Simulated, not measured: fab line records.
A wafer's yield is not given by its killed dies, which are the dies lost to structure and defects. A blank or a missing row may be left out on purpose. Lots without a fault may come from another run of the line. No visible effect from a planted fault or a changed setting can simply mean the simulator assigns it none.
Matching of chambers	flow nand_harc	pecvd-04 running NHARC_A_SLIT_DEP_23: 3 sister chambers
The step deposits SiON, target thk 100 nm. 6 wafers are shown with their chamber, then 12 later ones without.

== WAFERS, EACH WITH ITS CHAMBER ==
wafer	chamber	showerhead_vpp_V (V)	heater_power_w (W)
L088.6	2	1174	708
L089.1	2	1160	756
L089.5	0	1284	778
L087.1	0	1268	748
L087.3	1	1143	552
L087.4	1	1162	553

== WAFERS WHOSE CHAMBER IS MISSING ==
wafer	showerhead_vpp_V (V)	heater_power_w (W)
L092.4	1165	670
L092.5	1287	721
L092.6	1140	540
L094.4	1151	595
L094.5	1286	661
L094.6	1183	705
L095.1	1159	670
L095.2	1281	695
L095.4	1314	713
L097.1	1144	654
L097.2	1276	659
L097.4	1173	763

== WHICH CHAMBER EACH ONE RAN IN ==
wafer	from the rows above	in truth
L092.4	2	2
L092.5	0	0
L092.6	1	1
L094.4	1	1
L094.5	0	0
L094.6	2	2
L095.1	2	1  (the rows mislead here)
L095.2	0	0
L095.4	0	0
L097.1	can't be placed: 2 or 1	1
L097.2	0	0
L097.4	2	2
Correct placement for 10 of the 12. These rows do not allow placing 1 (true chamber among the candidates in 1). Wrongly placed: 1.
How it was worked out, from the rows above alone: a wafer's distance from a chamber is the root of the sum, over the readings, of the square of ((its reading less the chamber's mean) divided by the reading's scatter). If the next closest chamber is less than 2 further off than the closest, the wafer can't be placed; otherwise it belongs to the closest. Each chamber's mean is taken over the wafers shown for it. The scatter is the square root of a quotient: the sum, over the shown wafers, of each reading's squared deviation from its chamber's mean, divided by wafers minus chambers.
